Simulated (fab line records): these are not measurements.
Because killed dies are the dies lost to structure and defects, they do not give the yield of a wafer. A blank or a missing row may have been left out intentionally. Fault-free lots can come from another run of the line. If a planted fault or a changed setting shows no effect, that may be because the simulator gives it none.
fab line records	flow n5_finfet
record: lots: 4	wafers: 12	last_day: 16
route steps=1938 shown FIN_SAQP@114 FIN_CUT@165 BEOL_M4@1111 PASSIVATION@1936
lots untouched by any fault: they come from a run of this same line in which no faults occurred
start_h: hours from the record's first day to the start of the lot's first wafer shown	wait_h: hours from the lot's prior step to this one	" the same as in the row above	L1.1+2: a single row standing in for several wafers	- no value present, or no start provided	* or withheld: withheld	< > ~ a bound
route shown NAME@n: names a module that has steps shown in the file, with the first one's number in the route	usual: mean/standard deviation taken from wafers without a fault	same: alike in all rows	chamber/n: place in a boat	sites: per-site readings	_std_site: standard deviation across them	_edge_site: the outer-site mean with the inner-site mean subtracted	radius_mm: for every site, how far away it sits from the centre of the wafer	mask NAME#n: copy n	behind: the tool/chamber that last shaped the wafer	hold: the reason the lot was held/the length of the hold in hours/how it ended	device: the n, p or np transistor that did not switch	end of line: tests run on the same wafers once the route is complete	a step with no rows: only its recipe	killed: at the first sort, the dies lost to defects and structure; wafer yield is something else	map: a wafer's dies, x killed, . not, _ none there
set.NAME: the setting as run; set.NAME@STEP: as run at that earlier step	model.NAME: the simulator's own value behind a step, which no gauge read
certain route steps with their lots: each step a table, each wafer a row
== steps ==
step: N5_FIN_SAQP_DESCUM_21
recipe: chemistry: O2	time_s: 7.9	source_power_w: 50	bias_power_w: 20	pressure_mtorr: 20	rf_frequency_hz: 2.712e+07	temp_c: 40	resist: CAR-ArF	o2_flow_sccm: 225
step: N5_FIN_SAQP_ETCH_51
recipe: chemistry: CF4	target: SiARC	target_depth_a: 455	mask_material: CAR-ArF	time_s: 75.8	ion_energy_ev: 80	pressure_mtorr: 40	source_w: 545	bias_w: 36	Ar_flow_sccm: 100	cf4_flow_sccm: 100	ends: cleared
step: N5_FIN_SAQP_ETCH_52
recipe: chemistry: N2/H2	target: SOC	target_depth_a: 1000	overetch_a: 200	mask_material: SiARC	temp_c: 40	time_s: 150	ion_energy_ev: 200	pressure_mtorr: 30	source_w: 840	bias_w: 150	n2_flow_sccm: 200	h2_flow_sccm: 200	ends: end_point
step: N5_FIN_SAQP_STRIP_53
recipe: chemistry: N2/H2	temp_c: 40	n2_flow_sccm: 200	h2_flow_sccm: 200	rf_frequency_hz: 6e+07
step: N5_FIN_SAQP_HM_OPEN_73
recipe: chemistry: CHF3/O2	target: SiO2	stop_on: a-Si	target_depth_a: 120	over_etch_frac: 1.8	mask_material: SOC	time_s: 16.8	pressure_mtorr: 30	source_w: 650	bias_w: 170	Ar_flow_sccm: 200	CHF3_flow_sccm: 50	O2_flow_sccm: 5	ion_energy_ev: 200	ends: end_point
step: N5_FIN_SAQP_STRIP_74
recipe: chemistry: CHF3/O2	resist: SiARC	rf_frequency_hz: 6e+07
step: N5_FIN_SAQP_MANDREL_ETCH_22
recipe: target_depth_a: 600	chemistry: HBr/Cl2	target: a-Si	stop_on: SiNx	bt_time_s: 10	over_etch_frac: 0.5	time_s: 30	pressure_mtorr: 10	icp_w: 800	bias_w: 75	HBr_flow_sccm: 150	Cl2_flow_sccm: 80	ends: end_point
step: N5_FIN_SAQP_STRIP_55
recipe: chemistry: N2/H2	power_w: 500	temp_c: 40	pressure_mtorr: 50	rf_frequency_hz: 6e+07	overash_fraction: 0.3	bias_power_w: 28	h2_frac: 0.5	n2_flow_sccm: 300	h2_flow_sccm: 300
step: N5_FIN_SAQP_STRIP_23
recipe: chemistry: SPM	time_s: 750	temp_c: 130	h2so4_h2o2_vol_ratio: 4
step: N5_FIN_SAQP_SRD_66
recipe: dry: ipa_marangoni	time_s: 30	temp_c: 23	rinse_liquid: diw
step: N5_FIN_SAQP_RECESS_75
recipe: chemistry: HF/NH3	target: SiO2	target_depth_a: 144	afs_cycles: 3	temp_c: 30	sublimation_temp_c: 180	sublimation_time_s: 60
usual: drypump_motor_current_A: 5.3/0.35
lot.wafer	tool	chamber	start_h	wait_h	drypump_motor_current_A
L215.1	vapor_etch-01	1	41.12	0.0	5.1
L215.3	"	1	"	"	5.1
L215.6	"	1	"	"	5.1
L224.3	vapor_etch-02	1	96.14	0.2	6.0
L224.4	"	0	"	"	5.3
L224.5	"	0	"	"	5.3
L225.1	vapor_etch-01	1	101.30	0.0	5.1
L225.2	"	0	"	"	5.1
L225.4	"	1	"	"	5.2
L226.2	vapor_etch-01	1	107.07	0.0	5.1
L226.4	"	0	"	"	5.1
L226.6	"	0	"	"	5.1
step: N5_FIN_SAQP_SPACER1_ALD_24
recipe: material: SiO2	target_thk_a: 203	temp_c: 300	ald_precursor_family: BDEAS	ald_co_reactant: O2-plasma	pulse_time_s: 1	purge_time_s: 2	co_reactant_purge_time_s: 2	ald_cycles: 218	pressure_torr: 2
step: N5_FIN_SAQP_SPACER1_ETCHBACK_25
recipe: chemistry: CHF3/O2	mode: anisotropic_etchback	target: SiO2	target_depth_a: 244	time_s: 12.2	pressure_mtorr: 30	source_w: 650	bias_w: 170	Ar_flow_sccm: 200	CHF3_flow_sccm: 50	O2_flow_sccm: 5	ion_energy_ev: 200
step: N5_FIN_SAQP_MANDREL1_REMOVE_56
recipe: chemistry: HBr/Cl2/O2	bt_time_s: 10	target: a-Si	stop_on: SiNx	endpoint: OES-SiCl	over_etch_frac: 1	icp_w: 600	bias_w: 22	HBr_flow_sccm: 150	Cl2_flow_sccm: 80	O2_flow_sccm: 5	pressure_mtorr: 10
step: N5_FIN_SAQP_ETCH_57
recipe: chemistry: CH3F/O2	target: SiNx	mask_material: SiO2	target_depth_a: 325	time_s: 46.4	pressure_mtorr: 30	source_w: 395	bias_w: 73	Ar_flow_sccm: 150	CH3F_flow_sccm: 30	O2_flow_sccm: 20	ion_energy_ev: 120	ends: cleared
step: N5_FIN_SAQP_ETCH_65
recipe: chemistry: CF4	target: SiO2	target_depth_a: 40	ion_energy_ev: 350	time_s: 4.4	pressure_mtorr: 10	icp_w: 800	bias_w: 400	cf4_flow_sccm: 80
step: N5_FIN_SAQP_MANDREL_ETCH_58
recipe: chemistry: HBr/Cl2	target: a-Si	target_depth_a: 450	bt_time_s: 10	stop_on: SiNx	mask_material: SiO2	over_etch_frac: 0.8	time_s: 27	pressure_mtorr: 10	icp_w: 800	bias_w: 75	HBr_flow_sccm: 150	Cl2_flow_sccm: 80	ends: end_point
step: N5_FIN_SAQP_RECESS_63
recipe: chemistry: HF/NH3	target: SiO2	target_depth_a: 180	afs_cycles: 3	temp_c: 30	sublimation_temp_c: 180	sublimation_time_s: 60
step: N5_FIN_SAQP_COAT_68
recipe: resist: SOC	temp_c: 250	time_s: 60	spin_rpm: 1500	resist_thk_nm: 100
step: N5_FIN_SAQP_ETCH_69
recipe: chemistry: N2/H2	target: SOC	target_depth_a: 1500	stop_on: SiNx	ion_energy_ev: 100	bias_w: 61	pressure_mtorr: 30	source_w: 850	n2_flow_sccm: 200	h2_flow_sccm: 200
step: N5_FIN_SAQP_ETCH_67
recipe: chemistry: CH3F/O2	target: SiNx	target_depth_a: 300	mask_material: SOC	pressure_mtorr: 30	source_w: 395	bias_w: 73	Ar_flow_sccm: 150	CH3F_flow_sccm: 30	O2_flow_sccm: 20	ion_energy_ev: 120
step: N5_FIN_SAQP_STRIP_70
recipe: chemistry: N2/H2	power_w: 500	temp_c: 40	pressure_mtorr: 50	rf_frequency_hz: 6e+07	overash_fraction: 0.3	bias_power_w: 28	h2_frac: 0.5	n2_flow_sccm: 300	h2_flow_sccm: 300
step: N5_FIN_SAQP_RECESS_71
recipe: chemistry: HF/NH3	target: SiO2	target_depth_a: 30	afs_cycles: 1	temp_c: 30	sublimation_temp_c: 180	sublimation_time_s: 60
step: N5_FIN_SAQP_SPACER2_ALD_28
recipe: material: SiO2	target_thk_a: 81	temp_c: 300	ald_precursor_family: BDEAS	ald_co_reactant: O2-plasma	pulse_time_s: 1	purge_time_s: 2	co_reactant_purge_time_s: 2	pressure_torr: 2
step: N5_FIN_SAQP_SPACER2_ETCHBACK_29
recipe: chemistry: CHF3/O2	mode: anisotropic_etchback	target: SiO2	target_depth_a: 122	time_s: 6.1	pressure_mtorr: 30	source_w: 650	bias_w: 170	Ar_flow_sccm: 200	CHF3_flow_sccm: 50	O2_flow_sccm: 5	ion_energy_ev: 200
step: N5_FIN_SAQP_MANDREL2_REMOVE_60
recipe: chemistry: HBr/Cl2/O2	bt_time_s: 10	target: a-Si	stop_on: SiNx	endpoint: OES-SiCl	over_etch_frac: 1	icp_w: 600	bias_w: 22	HBr_flow_sccm: 150	Cl2_flow_sccm: 80	O2_flow_sccm: 5	pressure_mtorr: 10
step: N5_FIN_SAQP_HM_OPEN_33
recipe: chemistry: CH3F/O2	target: SiNx	mask_material: SiO2	target_depth_a: 494	time_s: 70.6	pressure_mtorr: 30	source_w: 395	bias_w: 73	Ar_flow_sccm: 150	CH3F_flow_sccm: 30	O2_flow_sccm: 20	ion_energy_ev: 120	ends: cleared
step: N5_FIN_SAQP_ETCH_34
recipe: chemistry: C4F6/O2	target: SiO2	target_depth_a: 450	time_s: 15	ion_energy_ev: 250	pressure_mtorr: 30	source_w: 345	bias_w: 185	Ar_flow_sccm: 300	C4F6_flow_sccm: 10	O2_flow_sccm: 10	ends: cleared
step: N5_FIN_SAQP_STRIP_77
recipe: chemistry: N2/H2	time_s: 90	power_w: 100	temp_c: 40	pressure_mtorr: 100	rf_frequency_hz: 6e+07	bias_power_w: 3	n2_flow_sccm: 300	h2_flow_sccm: 300
step: N5_FIN_SAQP_ETCH_64
recipe: chemistry: CF4	target: SiO2	target_depth_a: 15	ion_energy_ev: 350	pressure_mtorr: 10	icp_w: 800	bias_w: 400	cf4_flow_sccm: 80
step: N5_FIN_SAQP_FIN_ETCH_36
recipe: chemistry: HBr/Cl2/O2	target_depth_a: 1200	mask_material: SiNx	time_s: 50.4	bias_w: 102	pressure_mtorr: 10	icp_w: 800	HBr_flow_sccm: 150	Cl2_flow_sccm: 80	O2_flow_sccm: 12
step: N5_FIN_SAQP_PRECLEAN_38
recipe: chemistry: O3/DIW	time_s: 45	temp_c: 22	o3_ppm: 10
step: N5_FIN_SAQP_PRECLEAN_45
recipe: chemistry: dHF	time_s: 10	dilution: 500:1	temp_c: 25
step: N5_FIN_SAQP_SRD_39
recipe: dry: ipa_marangoni	time_s: 30	temp_c: 23	rinse_liquid: diw
step: N5_FIN_SAQP_INSPECT_40
recipe: inspect_instrument: brightfield	mode: aei
usual: raw_defect_count: 228/66
lot.wafer	tool	chamber	start_h	wait_h	raw_defect_count
L215.1	defect_inspect-01	-	45.65	0.0	210
L215.3	"	-	"	"	174
L215.6	"	-	"	"	316
L224.3	defect_inspect-01	-	99.63	0.0	310
L224.4	"	-	"	"	167
L224.5	"	-	"	"	290
L225.1	defect_inspect-01	-	104.78	0.0	387
L225.2	"	-	"	"	500
L225.4	"	-	"	"	374
L226.2	defect_inspect-01	-	110.59	0.0	468
L226.4	"	-	"	"	406
L226.6	"	-	"	"	434
step: N5_FIN_CUT_INSPECT_10
recipe: mode: adi	inspect_instrument: brightfield
usual: raw_defect_count: 42/12
lot.wafer	tool	chamber	start_h	wait_h	raw_defect_count
L215.1	defect_inspect-01	-	46.22	0.1	36
L215.3	"	-	"	"	37
L215.6	"	-	"	"	41
L224.3	defect_inspect-02	-	100.02	0.0	60
L224.4	"	-	"	"	32
L224.5	"	-	"	"	47
L225.1	defect_inspect-02	-	105.17	0.1	266
L225.2	"	-	"	"	321
L225.4	"	-	"	"	270
L226.2	defect_inspect-02	-	111.11	0.0	278
L226.4	"	-	"	"	270
L226.6	"	-	"	"	268
step: N5_FIN_CUT_INSPECT_17
recipe: inspect_instrument: brightfield	mode: aei
usual: raw_defect_count: 234/67
lot.wafer	tool	chamber	start_h	wait_h	raw_defect_count
L215.1	defect_inspect-02	-	48.05	0.0	220
L215.3	"	-	"	"	190
L215.6	"	-	"	"	335
L224.3	defect_inspect-01	-	101.19	0.0	294
L224.4	"	-	"	"	173
L224.5	"	-	"	"	274
L225.1	defect_inspect-01	-	106.12	0.0	382
L225.2	"	-	"	"	507
L225.4	"	-	"	"	387
L226.2	defect_inspect-02	-	112.12	0.0	481
L226.4	"	-	"	"	417
L226.6	"	-	"	"	457
step: N5_BEOL_M4_RC_MEAS_101
usual: DIBL_N: 36.1/1.3	DIBL_P: 36.1/1.7	IOFF_N: 0.154/0.022	IOFF_P: 0.201/0.024	ION_N: 675/8.9	ION_P: 462/5.9	SS_N: 71.5/0.49	SS_P: 73.3/0.58	VT_N: 250.0/2.7	VT_P: -251.3/2.7
lot.wafer	tool	chamber	start_h	wait_h	DIBL_N[mV/V]	DIBL_P[mV/V]	IOFF_N[nA/um]	IOFF_P[nA/um]	ION_N[uA/um]	ION_P[uA/um]	SS_N[mV/dec]	SS_P[mV/dec]	VT_N[mV]	VT_P[mV]
L215.1	prober-02	0	189.12	0.0	39.8	39.6	0.225	0.269	701	472	71.8	74.1	244.5	-248.1
L215.3	"	0	"	"	36.3	35.8	0.148	0.202	683	466	71.1	72.7	251.8	-251.0
L215.6	"	0	"	"	36.0	35.2	0.142	0.191	670	461	71.0	73.5	251.2	-250.9
L225.1	prober-01	0	256.29	0.0	35.1	35.0	0.157	0.187	680	456	71.3	73.0	247.9	-253.6
L225.2	"	0	"	"	33.0	32.6	0.118	0.159	668	460	70.3	72.2	255.4	-255.8
L225.4	"	0	"	"	34.9	34.5	0.144	0.178	672	455	71.4	73.2	250.3	-252.6
L224.3	prober-01	0	259.90	0.3	38.1	36.9	0.183	0.225	675	458	71.4	74.0	248.3	-248.2
L224.4	"	0	"	"	34.9	33.6	0.127	0.176	677	460	70.3	72.9	255.1	-252.1
L224.5	"	0	"	"	35.6	34.3	0.136	0.188	667	460	70.6	72.2	251.5	-249.8
L226.2	prober-02	0	261.80	0.2	38.4	37.6	0.202	0.243	695	473	71.5	74.3	244.1	-246.5
L226.4	"	0	"	"	36.5	35.5	0.163	0.202	678	464	71.0	72.9	246.5	-251.5
L226.6	"	0	"	"	38.9	37.6	0.215	0.260	681	467	72.3	74.5	242.8	-248.4
step: N5_PASSIVATION_PROBE_49
usual: defect_limited_yield: 90.9/1.3	killed_at_M0_to_M3: 35/10	killed_at_M4_up: 15/5.7	killed_at_contacts: 14/6.4	killed_at_front_end: 40/11	killed_at_other: 4/3.1	killed_dies: 108/16	killed_open: 71/11	killed_short: 34/7.7	sort_bin_5_function: 5.4/0.9	sort_bin_6_memory: 3.4/0.61	sort_n_pass: 1072/16	sort_yield_pct: 90.9/1.3
same: gross_dies: 1180	killed_at_back_side: 0	sort_bin_4_leakage[%]: 0	sort_bin_8_speed[%]: 0
lot.wafer	tool	chamber	start_h	wait_h	defect_limited_yield[%]	killed_at_M0_to_M3	killed_at_M4_up	killed_at_contacts	killed_at_front_end	killed_at_other	killed_dies	killed_open	killed_short	sort_bin_5_function[%]	sort_bin_6_memory[%]	sort_n_pass	sort_yield_pct[%]
L225.1	prober-01	-	364.16	0.0	82.9	44	13	7	138	0	202	68	30	11.1	4.3	978	82.9
L225.2	prober-01	-	364.21	0.1	85.8	26	15	4	115	8	168	62	35	9.4	3.7	1012	85.8
L225.4	prober-01	-	364.31	0.2	84.9	35	9	8	122	4	178	69	26	9.7	3.8	1002	84.9
L226.2	prober-02	-	373.13	0.1	84.1	25	16	13	129	5	188	67	24	10.3	4.6	992	84.1
L226.4	prober-02	-	373.23	0.2	86.6	19	12	23	103	1	158	69	24	7.8	4.2	1022	86.6
L226.6	prober-02	-	373.33	0.3	87.5	32	11	9	92	4	148	51	31	6.8	4.5	1032	87.5
killed by level:class
L225.1 FIN_SAQP:unspecified=98 BEOL_M0_SAQP:geometric_particle:open=21 FIN_SAQP:geometric_particle:open=12 BEOL_M0_SAQP:geometric_particle:short=11 BEOL_M4:geometric_particle:open=6 HKMG_FIN:area_etch=6 MOL_CONTACT_COAG:geometric_particle:open=5 STI_FIN_REVEAL:geometric_particle:open=5
L225.2 FIN_SAQP:unspecified=71 FIN_SAQP:geometric_particle:open=12 FIN_SAQP:geometric_particle:short=10 BEOL_M0_SAQP:geometric_particle:open=7 BEOL_M3:geometric_particle:open=6 BEOL_M4:geometric_particle:open=5 MOL_CONTACT_COAG:geometric_particle:open=4 STARTING-WAFER:geometric_particle:short=4
L225.4 FIN_SAQP:unspecified=83 STI_FIN_REVEAL:geometric_particle:open=10 BEOL_M3:geometric_particle:open=10 BEOL_M2:geometric_particle:open=8 BEOL_M0_SAQP:geometric_particle:open=7 FIN_SAQP:geometric_particle:open=6 FIN_SAQP:geometric_particle:short=6 MOL_CONTACT_COAG:geometric_particle:open=5
L226.2 FIN_SAQP:unspecified=97 BEOL_M4:geometric_particle:open=11 MOL_CONTACT_COAG:geometric_particle:open=10 STI_FIN_REVEAL:geometric_particle:open=9 BEOL_M2:geometric_particle:open=6 BEOL_M0_SAQP:geometric_particle:open=5 BEOL_M1:geometric_particle:open=4 BEOL_M3:geometric_particle:open=4
L226.4 FIN_SAQP:unspecified=61 MOL_CONTACT_COAG:geometric_particle:open=21 STI_FIN_REVEAL:geometric_particle:open=12 FIN_SAQP:geometric_particle:short=6 ILD0:geometric_particle:open=6 BEOL_M2:geometric_particle:open=6 ILD0:geometric_particle:short=5 BEOL_M1:geometric_particle:open=5
L226.6 FIN_SAQP:unspecified=65 BEOL_M1:geometric_particle:open=9 MOL_CONTACT_COAG:geometric_particle:open=8 BEOL_M0_SAQP:geometric_particle:short=8 FIN_SAQP:geometric_particle:short=5 BEOL_M0_SAQP:geometric_particle:open=5 GATE_CUT:geometric_particle:short=4 BEOL_M2:geometric_particle:open=4
map L225.1 (x killed, . not)
_________________.....x......________________
______________........x.x....x.._____________
___________.......x......x..x......__________
__________....................x....._________
________........x.............xx......_______
_______..xx...................xxx..xx..______
______.........................xx...x..x_____
_____..x...............x....xxxxx..xx..x.____
____........x...xx........xxxxxxxxxx.xx...___
___x......................xxxxxxxxxx.x.x...__
___......x..x............xxxxxxxxxxxxx.xx.x__
__........................xxxxxxxxxxxxx..x.._
__.........x.......x......x.xxxxxxxxxx.x...._
_..........................xxxxx.xxx.....x...
_..............x..........x.xxxx.xxxxx.......
_x....x....x.....x.......x.xxxx..x.xx.x......
_..........................x...x.............
_x.x....................xx.......x...........
_.....x......................................
_.....x...........x......................x...
_.............x........x..................xx.
__............x..xxx..........x...x........._
__...........x..x......x.......x............_
___.x.....x............x.........x.........__
___...x.....x...........x........x.........__
____..............x......x............x...___
_____...x.x..........x...x....x.....x....____
______x........xx...........x......x.x.._____
_______.....x..................x......x______
________.xx....x..x...........x......x_______
__________....x..............x......_________
___________........................__________
______________.x..............xx_____________
_________________.......x....________________
map L226.2 (x killed, . not)
_________________.....x......________________
______________.................._____________
___________....x.xx...........x....__________
__________.............x............_________
________....xx..x..................xx._______
_______.x.........................x....______
______.......x.............x.xxxxxxx.x.._____
_____.......................xxxxxxxxx.xx.____
____..x....x........xxx...xxxxxxxx.x.xx...___
___..x.............xx..x.x..xxxxxxx.xx.x...__
___x.......................xxxxxxxxxx.x....__
__.x..............x..x....xxxxxxxxxxxxxxx..._
__.............x......xx.x.xxxxxxxxx......x._
_..............x.........xx...xxxx..x...x....
_.......x.....x......x.....x.xxx.x...........
_............x..............x...xx.xx.......x
_...........................x..........xx.x..
_..............x.................x.......x...
_....x....x...............x...x.x......x.....
_............x.x............x..........x.....
_.........................x...x..........x...
__.......xx..................x........x....._
__.....x.....................xx...........x._
___...........x............................__
___........................x...........x...__
____..................................x...___
_____...x...x.x....x..............x..x...____
______xx......x........................._____
_______..................x....x.x.....x______
________.....x....x.x....x............_______
__________.x..x...x................._________
___________........................__________
______________xx.....x.........._____________
_________________............________________
== key ==
first_sign: step: N5_FIN_SAQP_INSPECT_40	reading: raw_defect_count	direction: up	sigmas: 3	usual: 228	struck: 428
effect: step: N5_FIN_CUT_INSPECT_10	reading: raw_defect_count	direction: up	sigmas: 20	usual: 42	struck: 279
effect: step: N5_FIN_CUT_INSPECT_17	reading: raw_defect_count	direction: up	sigmas: 3.1	usual: 234	struck: 438
effect: step: N5_PASSIVATION_PROBE_49	reading: killed_at_front_end	direction: up	sigmas: 6.7	usual: 40	struck: 116
more_kills_born_at: N5_FIN_SAQP_RECESS_75@vapor_etch-01: 475
met_at N5_FIN_SAQP_RECESS_75
struck_wafers L225.1,L225.2,L225.4,L226.2,L226.4,L226.6
onset_between 41.12 101.30
also_fits time
fault: kind: chamber_particle_source	tool: vapor_etch-01	chamber: -	onset_h: 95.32	steps: N5_FIN_SAQP_RECESS_75	rate_per_visit_cm2: 0.38257	end_h: 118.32
